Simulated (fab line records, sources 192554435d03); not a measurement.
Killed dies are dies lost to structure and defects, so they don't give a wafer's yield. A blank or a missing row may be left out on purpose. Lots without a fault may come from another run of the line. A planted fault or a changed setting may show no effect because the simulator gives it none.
Split-lot experiment | flow n5_finfet | 7 lots, 21 wafers read, on a route of 1938 steps

THE SPLIT
At N5_BEOL_M0_SAQP_SPACER1_ALD_98 (deposits SiO2, target thk 12.8 nm, pulse time 1 s, purge time 2 s), the setting temp_c was moved away from the recipe's 300 C on 10 of the 21 wafers read, by -4.0% to +3.6%. The other wafers ran this setting at the recipe's value.

FROM THE SPLIT TO THE READING: what the file shows between them, 1 step
- N5_BEOL_M0_SAQP_SPACER1_ETCHBACK_99: etches SiO2 in CHF3/O2, target depth 15.4 nm, time 7.7 s

THE READING
BEOL_M0_SAQP.cd_nm (the simulator's own value, which no gauge read), in nm, at N5_BEOL_M0_SAQP_MANDREL1_REMOVE_100 (chemistry HBr/Cl2/O2, target a-Si, stops on SiNx, bt time 10 s). The file gives no usual value for it. The 11 wafers here that ran the recipe average 12.9 nm, standard deviation 0.15 nm.

wafer  | tool, chamber at the split | temp_c as run, C | against the recipe | BEOL_M0_SAQP.cd_nm, nm | against lot-mates on the recipe
L079.1 | ald_sin-03, 0,2            | 290.4            | -3.2%              | 13.2                   | +0.6
L079.2 | ald_sin-03, 0,2            | 290.4            | -3.2%              | 13.4                   | +0.8
L079.5 | ald_sin-03, 3              | 300              | recipe             | 12.6                   | -
L080.1 | ald_sin-02, 3,1            | 300              | recipe             | 13                     | -
L080.3 | ald_sin-02, 1              | 309              | +3.0%              | 12.6                   | -0.3
L080.5 | ald_sin-02, 3,1            | 300              | recipe             | 12.8                   | -
L084.2 | ald_sin-02, 1              | 310.9            | +3.6%              | 12.6                   | -0.2
L084.3 | ald_sin-02, 3,2            | 300              | recipe             | 12.8                   | -
L084.4 | ald_sin-02, 3,2            | 300              | recipe             | 12.8                   | -
L088.1 | ald_sin-04, 1,3,2          | 300              | recipe             | 13                     | -
L088.3 | ald_sin-04, 1,3,2          | 300              | recipe             | 13                     | -
L088.4 | ald_sin-04, 1,3,2          | 300              | recipe             | 13                     | -
L089.2 | ald_sin-03, 2              | 300              | recipe             | 13                     | -
L089.3 | ald_sin-03, 3,0            | 293.9            | -2.0%              | 13.2                   | +0.2
L089.6 | ald_sin-03, 3,0            | 293.9            | -2.0%              | 13.2                   | +0.2
L091.3 | ald_sin-04, 1              | 300              | recipe             | 12.6                   | -
L091.4 | ald_sin-04, 0,2            | 291.3            | -2.9%              | 13                     | +0.4
L091.6 | ald_sin-04, 0,2            | 291.3            | -2.9%              | 13.2                   | +0.6
L096.1 | ald_sin-04, 1,3            | 288.1            | -4.0%              | 13.2                   | +0.4
L096.3 | ald_sin-04, 1,3            | 288.1            | -4.0%              | 13.2                   | +0.4
L096.4 | ald_sin-04, 0              | 300              | recipe             | 12.8                   | -
Where a row lists several chambers, the file gives one row for several wafers and doesn't say which wafer went through which chamber.

THE FIT
A straight line over all 21 wafers: BEOL_M0_SAQP.cd_nm changes by -0.0973 nm for each +1% of temp_c; r = -0.83; the points scatter about the line by 0.14 nm.
The same after taking each lot's own level away (the mean of its wafers on the recipe; 21 wafers): -0.123 nm for each +1%; r = -0.89; scatter 0.13 nm.
On that fit, the largest move of temp_c shifts the reading by 0.49 nm.
The lots' own levels span 12.60 to 13.00 nm, that is 2.7 times the standard deviation above.
So the lot-to-lot level changes the slope: the two fits differ.
Check: with one of the wafers moved furthest among these (-4.0%) left out of the fit, the line predicts +0.559 nm for it against its lot-mates. It came out at +0.4 nm against them.

OTHER SPLITS ON THESE WAFERS
These wafers also went through other splits before the reading. Each is held against what the fit with the lots' levels taken away leaves over:
other split on the same wafers          | wafers away from the commonest value | r with BEOL_M0_SAQP.cd_nm (lot level and that fit taken away)
N5_MOL_CONTACT_COAG_EXPOSE_05 dose_mj   | 9                                    | -0.07
N5_MOL_CONTACT_COAG_ALD_133 ald_cycles  | 6                                    | +0.30
N5_MOL_CONTACT_COAG_VIA_ETCH_117 bias_w | 8                                    | -0.14

THE FILE'S OWN FIT
BEOL_M0_SAQP.cd_nm changes by -0.12 nm for each +1% of temp_c, r = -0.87.
